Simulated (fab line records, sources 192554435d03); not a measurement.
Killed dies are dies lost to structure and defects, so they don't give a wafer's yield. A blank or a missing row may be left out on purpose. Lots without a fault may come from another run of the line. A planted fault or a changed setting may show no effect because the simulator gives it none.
fab line records | flow n5_finfet
record lots=6 wafers=15 last_day=18
route steps=1938 shown SD_EPI_N@280 BEOL_M4@1111 PASSIVATION@1936
lots that met no fault: from a run of the same line without faults
start_h: hours from the record's first day to the start of the lot's first wafer shown | wait_h: hours since the lot's step before | " the same as in the row above | L1.1+2: a row that stands for several wafers | - no value, or no start given | * or withheld: withheld | < > ~ a bound
route shown NAME@n: a module of which the file shows steps, and the number in the route of the first | usual: mean/standard deviation of fault-free wafers | same: alike in all rows | chamber/n: place in a boat | sites: the reading at each site | _std_site: their standard deviation | _edge_site: outer sites' mean less inner sites' | radius_mm: how far each site lies from the wafer's centre | mask NAME#n: copy n | behind: the tool/chamber that last shaped the wafer | hold: why the lot was held/for how many hours/how that ended | device: the transistor (n, p or np) that didn't switch | end of line: the same wafers' tests at the end of the route | a step without rows: its recipe alone | killed: dies lost to structure and defects at the first sort, not the wafer's yield | map: a wafer's dies, x killed, . not, _ none there
set.NAME: the setting as run; set.NAME@STEP: as run at that earlier step | model.NAME: the simulator's own value behind a step, which no gauge read
lots at some steps of the route; a table a step, a row a wafer
services: from which hour (start_h, from the record's first day; less than 0 if before it) a tool's chamber was out of use, for how many hours, and why
## steps
# step N5_SD_EPI_N_STRIP_47
# recipe chemistry=CHF3/O2 resist=SiARC rf_frequency_hz=6e+07
# step N5_SD_EPI_N_SD_RECESS_17
# recipe chemistry=HBr/Cl2/O2 target_depth_a=410 mask_material=SOC time_s=23.7 bt_time_s=3 pressure_mtorr=10 icp_w=800 bias_w=112 HBr_flow_sccm=150 Cl2_flow_sccm=80 O2_flow_sccm=12
# usual drypump_motor_current_A=5.5/0.42 he_backside_leak_sccm=2.65/0.27 oes_product_au=1.001/0.016 throttle_valve_pct=37.2/0.44
# columns lot.wafer tool chamber start_h wait_h drypump_motor_current_A he_backside_leak_sccm oes_product_au rf_hours_counter_h throttle_valve_pct
L506.2 rie_si-05 2 50.54 0.0 5.7 3.10 1.036 7 37.0
L506.3 " 0 " " 5.8 2.65 0.976 134 37.7
L506.4 " 3 " " 5.1 2.73 0.998 28 36.3
L512.1 rie_si-03 0 85.51 0.0 5.6 2.43 0.996 21 37.0
L514.2 rie_si-06 3 99.15 0.0 5.0 2.29 1.008 7 37.5
L514.3 " 0 " " 5.7 2.89 0.995 132 37.3
L514.6 " 0 " " 5.7 3.07 1.006 - 37.3
L516.1 rie_si-06 2 112.12 0.0 6.1 2.89 0.984 1 37.4
L516.6 " 2 " " 6.1 2.86 0.997 - 37.4
L520.1 rie_si-05 2 133.56 0.0 5.7 3.24 1.032 9 37.0
L520.2 " 3 " " 5.1 2.90 0.990 29 36.3
L520.6 " 2 " " 5.7 3.12 1.030 - 37.0
L528.1 rie_si-06 3 183.18 0.0 5.0 2.15 1.017 8 37.5
L528.5 " 3 " " 5.0 2.30 1.015 - 37.5
L528.6 " 2 " " 6.1 2.78 0.990 - 37.4
# step N5_SD_EPI_N_STRIP_38
# recipe chemistry=N2/H2 power_w=1000 temp_c=250 h2_frac=0.65 overash_fraction=0.3 pressure_mtorr=withheld n2_flow_sccm=1750 h2_flow_sccm=3250
# usual drypump_motor_current_A=5.3/0.37 h2_flow_sccm=3251/10 heater_power_w=351/30 oes_product_au=0.762/0.011
# columns lot.wafer tool chamber start_h wait_h drypump_motor_current_A h2_flow_sccm heater_power_w oes_product_au rf_hours_counter_h
L506.2 plasma_asher-02 0 50.64 0.1 4.8 3246 363 0.767 81
L506.3 " 0 " " 4.8 3233 376 0.763 -
L506.4 " 1 " " 5.1 3235 381 0.743 -
L512.1 plasma_asher-01 0 85.81 0.3 5.7 3239 334 0.758 40
L514.2 plasma_asher-01 1 99.24 0.1 5.7 3244 314 0.765 44
L514.3 " 1 " " 5.7 3242 307 0.770 -
L514.6 " 0 " " 5.7 3233 325 0.773 -
L516.1 plasma_asher-01 1 112.21 0.1 5.7 3256 311 0.769 46
L516.6 " 1 " " 5.7 3260 310 0.766 -
L520.1 plasma_asher-02 1 133.66 0.1 5.1 3276 389 0.762 98
L520.2 " 0 " " 4.8 3250 367 0.753 98
L520.6 " 1 " " 5.2 3256 385 0.751 -
L528.1 plasma_asher-02 0 183.27 0.1 4.8 3252 364 0.754 111
L528.5 " 0 " " 4.8 3268 370 0.774 -
L528.6 " 1 " " 5.1 3248 386 0.762 -
# step N5_SD_EPI_N_WET_ETCH_43
# recipe chemistry=dHF dilution=withheld time_s=14 target=SiO2 target_depth_a=15 temp_c=25
# step N5_SD_EPI_N_STRIP_18
# recipe chemistry=SPM time_s=750 temp_c=130 h2so4_h2o2_vol_ratio=4
# step N5_SD_EPI_N_SRD_20
# recipe dry=ipa_marangoni do_ppb=5 time_s=30 temp_c=23 rinse_liquid=diw
# step N5_SD_EPI_N_PRECLEAN_48
# recipe chemistry=NF3:NH3 afs_cycles=2 temp_c=30 time_s=20 sublimation_temp_c=180 sublimation_time_s=60 pressure_torr=3 rf_power_w=30
# step N5_SD_EPI_N_VAPOR_ETCH_50
# recipe chemistry=HCl target=Si temp_c=775 time_s=54 pressure_torr=20 mode=isotropic
# usual lamp_inner_pct=18.7/0.64 throttle_valve_pct=11.39/0.29
# columns lot.wafer tool chamber start_h wait_h lamp_inner_pct throttle_valve_pct
L506.2 epi_rpcvd-01 0 51.38 0.3 18.9 12.01
L506.3 " 0 " " 18.8 12.24
L506.4 " 0 " " 19.0 11.69
L512.1 epi_rpcvd-02 0 86.67 0.4 17.9 11.39
L514.2 epi_rpcvd-02 0 99.99 0.3 18.1 11.44
L514.3 " 0 " " 18.1 11.25
L514.6 " 0 " " 17.9 11.20
L516.1 epi_rpcvd-04 0 113.44 0.7 19.5 11.14
L516.6 " 0 " " 19.2 11.33
L520.1 epi_rpcvd-01 0 134.49 0.4 19.0 12.08
L520.2 " 0 " " 19.2 11.54
L520.6 " 0 " " 19.2 11.51
L528.1 epi_rpcvd-02 0 184.01 0.3 18.0 11.40
L528.5 " 0 " " 18.0 11.32
L528.6 " 0 " " 17.9 11.43
# step N5_SD_EPI_N_EPI_21
# recipe material=Si:P dopant=P temp_c=680 pressure_torr=255 time_s=690
# step N5_SD_EPI_N_EPI_MEAS_23
# recipe mode=xrd
# usual thk_nm=59.1/1.2
# columns lot.wafer tool chamber start_h wait_h thk_nm
L506.2 film_metro-02 - 53.26 1.2 58.5
L506.3 " - " " 58.9
L506.4 " - " " 58.1
L512.1 film_metro-01 - 89.18 1.9 60.6
L514.2 film_metro-02 - 101.85 1.2 59.7
L514.3 " - " " 59.0
L514.6 " - " " 61.1
L516.1 film_metro-02 - 117.88 3.4 60.7
L516.6 " - " " 59.3
L520.1 film_metro-02 - 137.00 1.9 57.8
L520.2 " - " " 57.2
L520.6 " - " " 59.5
L528.1 film_metro-02 - 185.92 1.5 58.7
L528.5 " - " " 58.8
L528.6 " - " " 58.1
# step N5_SD_EPI_N_PRECLEAN_24
# recipe chemistry=O3/DIW time_s=60 temp_c=22 o3_ppm=10
# step N5_SD_EPI_N_SRD_25
# recipe time_s=30 temp_c=23 rinse_liquid=diw dry=ipa_marangoni
# step N5_SD_EPI_N_PRECLEAN_49
# recipe chemistry=NF3:NH3 afs_cycles=1 temp_c=30 time_s=20 sublimation_temp_c=180 sublimation_time_s=60 pressure_torr=3 rf_power_w=30
# usual temp_c=29.98/0.089
# columns lot.wafer tool chamber start_h wait_h temp_c
L506.2 remote_plasma-02 1 53.43 0.1 29.91
L506.3 " 1 " " 29.95
L506.4 " 1 " " 30.06
L512.1 remote_plasma-01 1 89.29 0.0 30.50
L514.2 remote_plasma-02 1 101.99 0.1 29.94
L514.3 " 1 " " 29.94
L514.6 " 1 " " 29.96
L516.1 remote_plasma-01 1 117.99 0.0 30.43
L516.6 " 1 " " 30.38
L520.1 remote_plasma-02 1 137.11 0.0 29.92
L520.2 " 1 " " 29.87
L520.6 " 1 " " 29.91
L528.1 remote_plasma-01 1 186.02 0.0 29.94
L528.5 " 1 " " 29.98
L528.6 " 1 " " 30.10
# step N5_SD_EPI_N_LINER_46
# recipe material=SiNx target_thk_a=30 temp_c=400 ald_precursor_family=SiH2I2 ald_co_reactant=N2/H2-plasma pressure_torr=2
# usual heater_power_w=849/91
# columns lot.wafer tool chamber start_h wait_h heater_power_w since_wet_clean_h
L506.2 ald_sin-01 3 53.60 0.1 843 46
L506.3 " 2 " " 844 46
L506.4 " 1 " " 899 46
L512.1 ald_sin-04 0 89.59 0.3 827 279
L514.2 ald_sin-01 2 102.40 0.4 851 95
L514.3 " 3 " " 818 95
L514.6 " 0 " " 928 -
L516.1 ald_sin-01 3 118.39 0.4 823 111
L516.6 " 0 " " 936 -
L520.1 ald_sin-04 0 137.31 0.2 823 327
L520.2 " 2 " " 910 327
L520.6 " 1 " " 970 -
L528.1 ald_sin-02 2 186.27 0.2 706 284
L528.5 " 0 " " 829 -
L528.6 " 1 " " 995 -
# step N5_BEOL_M4_RC_MEAS_101
# usual DIBL_N=37.5/2.5 DIBL_P=38/3.1 IOFF_N=0.19/0.059 IOFF_P=0.24/0.061 ION_N=679/16 ION_P=465/9.8 SS_N=72.0/0.8 SS_P=73.7/0.86 VT_N=248/4.5 VT_P=-249/3.5
# columns lot.wafer tool chamber start_h wait_h DIBL_N[mV/V] DIBL_P[mV/V] IOFF_N[nA/um] IOFF_P[nA/um] ION_N[uA/um] ION_P[uA/um] SS_N[mV/dec] SS_P[mV/dec] VT_N[mV] VT_P[mV]
L506.2 prober-02 0 163.50 0.2 38.2 37 0.18 0.21 675 457 72.1 73.4 252 -251
L506.3 " 0 " " 37.0 37 0.16 0.23 676 469 71.6 73.1 249 -249
L506.4 " 0 " " 41.6 42 0.28 0.30 683 459 73.3 74.7 246 -245
L512.1 prober-01 0 215.28 0.0 39.4 41 0.22 0.28 692 471 72.9 74.1 248 -248
L514.2 prober-01 0 237.33 0.3 40.9 42 0.24 0.29 709 475 72.3 74.6 245 -246
L514.3 " 0 " " 38.2 40 0.16 0.25 674 468 71.6 74.8 251 -248
L514.6 " 0 " " 38.0 39 0.17 0.25 687 469 71.9 73.7 250 -245
L516.1 prober-01 0 251.41 0.0 34.7 36 0.16 0.24 683 473 71.0 73.0 247 -246
L516.6 " 0 " " 34.1 35 0.15 0.22 683 476 71.6 73.2 248 -249
L520.1 prober-02 0 258.90 0.0 35.8 33 0.14 0.19 671 466 72.7 72.6 249 -251
L520.2 " 0 " " 40.6 41 0.23 0.31 673 461 72.9 74.7 246 -246
L520.6 " 0 " " 39.1 37 0.20 0.23 669 459 74.1 73.6 253 -251
L528.1 prober-02 0 311.96 0.0 37.4 39 0.18 0.22 683 461 72.1 73.8 248 -250
L528.5 " 0 " " 33.9 35 0.13 0.18 666 458 71.2 73.1 251 -252
L528.6 " 0 " " 38.7 41 0.22 0.27 686 469 72.9 74.3 249 -248
# step N5_PASSIVATION_PROBE_49
# usual defect_limited_yield=91.0/1.4 killed_at_M0_to_M3=35/10 killed_at_M4_up=14/5.5 killed_at_contacts=13/5.6 killed_at_front_end=41/11 killed_at_other=4/3.4 killed_dies=106/16 killed_open=68/12 killed_short=35/7.3 sort_bin_4_leakage=0.3/2.1 sort_bin_5_function=5.3/0.89 sort_bin_6_memory=3.4/0.67 sort_n_pass=1070/28 sort_yield_pct=90.7/2.4
# same gross_dies=1180 killed_at_back_side=0 sort_bin_8_speed[%]=0
# columns lot.wafer tool chamber start_h wait_h defect_limited_yield[%] killed_at_M0_to_M3 killed_at_M4_up killed_at_contacts killed_at_front_end killed_at_other killed_dies killed_open killed_short sort_bin_4_leakage[%] sort_bin_5_function[%] sort_bin_6_memory[%] sort_n_pass sort_yield_pct[%]
L506.2 prober-02 - 269.80 0.1 90.5 37 16 10 47 2 112 69 34 0 5.9 3.2 1068 90.5
L506.3 prober-02 - 269.85 0.1 90.6 32 26 11 33 9 111 73 36 0 5.3 3.8 1069 90.6
L506.4 prober-02 - 269.90 0.2 91.3 41 17 10 33 2 103 58 38 0.2 5.8 2.6 1075 91.1
# killed by level:class
L506.2 STI_FIN_REVEAL:geometric_particle:open=13 BEOL_M3:geometric_particle:open=11 BEOL_M4:geometric_particle:open=10 BEOL_M0_SAQP:geometric_particle:short=9 MOL_CONTACT_COAG:geometric_particle:open=7 FIN_SAQP:geometric_particle:short=6 GATE_CUT:geometric_particle:open=6 GATE_CUT:geometric_particle:short=5
L506.3 BEOL_M3:geometric_particle:open=15 STI_FIN_REVEAL:geometric_particle:open=12 BEOL_M4:geometric_particle:open=10 GATE_CUT:geometric_particle:short=7 MOL_CONTACT_COAG:geometric_particle:open=7 BEOL_M3:geometric_particle:short=5 PAD_METAL:geometric_particle:open=5 STI_FIN_REVEAL:geometric_particle:short=4
L506.4 BEOL_M3:geometric_particle:open=12 BEOL_M4:geometric_particle:open=10 STI_FIN_REVEAL:geometric_particle:open=8 MOL_CONTACT_COAG:geometric_particle:open=8 FIN_SAQP:geometric_particle:short=7 BEOL_M0_SAQP:geometric_particle:open=7 BEOL_M0_SAQP:geometric_particle:short=7 BEOL_M3:geometric_particle:short=6
## services
# columns tool chamber start_h hours kind
rie_si-06 2 27.66 - clean
rie_si-06 2 27.66 - consumable_replace:focus_ring
rie_si-06 2 27.66 18.9 scheduled_down
rie_si-06 2 27.66 18.9 vent_cycle
epi_rpcvd-01 - 54.62 4.3 pm
rie_si-05 2 65.76 9.9 repair
plasma_asher-02 - 84.72 2.5 repair
epi_rpcvd-02 - 89.15 2.8 pm
rie_si-03 3 98.87 5.6 repair
remote_plasma-02 - 99.26 0.2 repair
epi_rpcvd-04 - 128.08 2.8 pm
ald_sin-02 2 140.54 34.7 repair
plasma_asher-01 - 167.89 10.1 repair
ald_sin-01 3 170.45 13.0 repair
ald_sin-04 - 176.75 14.0 pm
ald_sin-04 0 176.75 14.0 vent_cycle
ald_sin-04 1 176.75 14.0 vent_cycle
ald_sin-04 2 176.75 14.0 vent_cycle
ald_sin-04 3 176.75 14.0 vent_cycle
## key
first_sign step=N5_SD_EPI_N_PRECLEAN_49 reading=temp_c direction=up sigmas=5.2 usual=* struck=*
effect none on later readings
met_at N5_SD_EPI_N_PRECLEAN_49
struck_wafers L512.1,L516.1,L516.6
fault kind=process_parameter_drift tool=remote_plasma-01 chamber=1 onset_h=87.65 steps=N5_SD_EPI_N_PRECLEAN_49 channel=temp_c offset=* shape=step end_h=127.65 acts_in=* stated=*
